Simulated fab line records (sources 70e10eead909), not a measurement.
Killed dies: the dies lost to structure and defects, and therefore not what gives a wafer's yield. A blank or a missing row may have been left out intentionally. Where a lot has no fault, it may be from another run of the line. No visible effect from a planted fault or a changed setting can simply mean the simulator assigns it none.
A lot that was struck, set against a sound lot	flow nand-harc	13 steps out of a route of 1159
Sound: these wafers, L691.2, L691.3, L691.5. Struck: wafer L701.5 (L701.2, L701.6, from the same lot, were not struck and are left out); the cause is given at the end.
Order at every step that has rows: each side's tool, ch and its chambers, its first start. Under that, the readings that differ: sound wafers	struck wafers	difference of the means	sigmas: that difference in standard deviations of wafers without a fault.
alike: readings whose means differ by less than 2 such deviations, and words and numbers that are the same on both sides. not compared: withheld readings, readings that some wafer has no value for, bounds like >300 that may hide the same value, and numbers for which the record gives no deviation and whose values overlap.
A row with sigmas, a row that says differs or no value, or rows on one side alone: a step with any of these is where the two part. When numbers do not overlap yet have no deviation, they are printed without sigmas and do not part them. Lack of a reading on every wafer of one side parts them only where that side has two or more wafers.

first, 1 step without rows for these wafers: NHARC_A_ONON_D1_DEP_00 (target thk 1000 nm).
NHARC_A_ONON_D1_THK_MEAS_02: measures by ellipsometry.
  sound on film-metro-02, day 7 20:17; struck on film-metro-02, day 10 14:29
  alike: thk-nm
then NHARC_A_ONON_D1_DEP_03 (target thk 1000 nm), 1 step lacking rows for these wafers.
NHARC_A_ONON_D1_THK_MEAS_05: measures by ellipsometry.
  sound on film-metro-02, day 7 21:20; struck on film-metro-02, day 10 15:03
  alike: thk-nm
then NHARC_A_ONON_D1_DEP_06 (target thk 1000 nm), 1 step lacking rows for these wafers.
NHARC_A_ONON_D1_THK_MEAS_08: measures by ellipsometry.
  sound on film-metro-01, day 7 22:23; struck on film-metro-02, day 10 15:37
reading	sound	struck	difference	sigmas
thk-nm (nm)	987 988 987	1008	+21	+2
then NHARC_A_ONON_D1_DEP_09 (target thk 1000 nm), 1 step lacking rows for these wafers.
NHARC_A_ONON_D1_THK_MEAS_11: measures by ellipsometry.
  sound on film-metro-01, day 7 22:57; struck on film-metro-02, day 10 16:11
  alike: thk-nm
then NHARC_A_ONON_D1_DEP_12 (target thk 1000 nm), 1 step lacking rows for these wafers.
NHARC_A_ONON_D1_THK_MEAS_14: measures by ellipsometry.
  sound on film-metro-01, day 7 23:31; struck on film-metro-01, day 10 16:44
  alike: thk-nm
then, 1 step without rows for these wafers: NHARC_A_ONON_D1_ANNEAL_15 (time 3600 s).
NHARC_A_ONON_D1_DEP_16: target thk 1000 nm.
  sound on pecvd-onon-03 ch 0, day 8 07:14; struck on pecvd-onon-02 ch 0, day 11 02:56
reading	sound	struck	difference	sigmas
n2-flow-sccm (sccm)	2743 2749 2740	2756	+12	+2
NHARC_A_ONON_D1_THK_MEAS_18: measures by ellipsometry.
  sound on film-metro-02, day 8 07:41; struck on film-metro-02, day 11 03:34
reading	sound	struck	difference	sigmas
thk-nm (nm)	985 986 985	1785	+800	+62
  not compared: hold

WHERE THEY PART
First at NHARC_A_ONON_D1_THK_MEAS_08; last, within this record, at NHARC_A_ONON_D1_THK_MEAS_18.

WHY: the cause the simulator had injected
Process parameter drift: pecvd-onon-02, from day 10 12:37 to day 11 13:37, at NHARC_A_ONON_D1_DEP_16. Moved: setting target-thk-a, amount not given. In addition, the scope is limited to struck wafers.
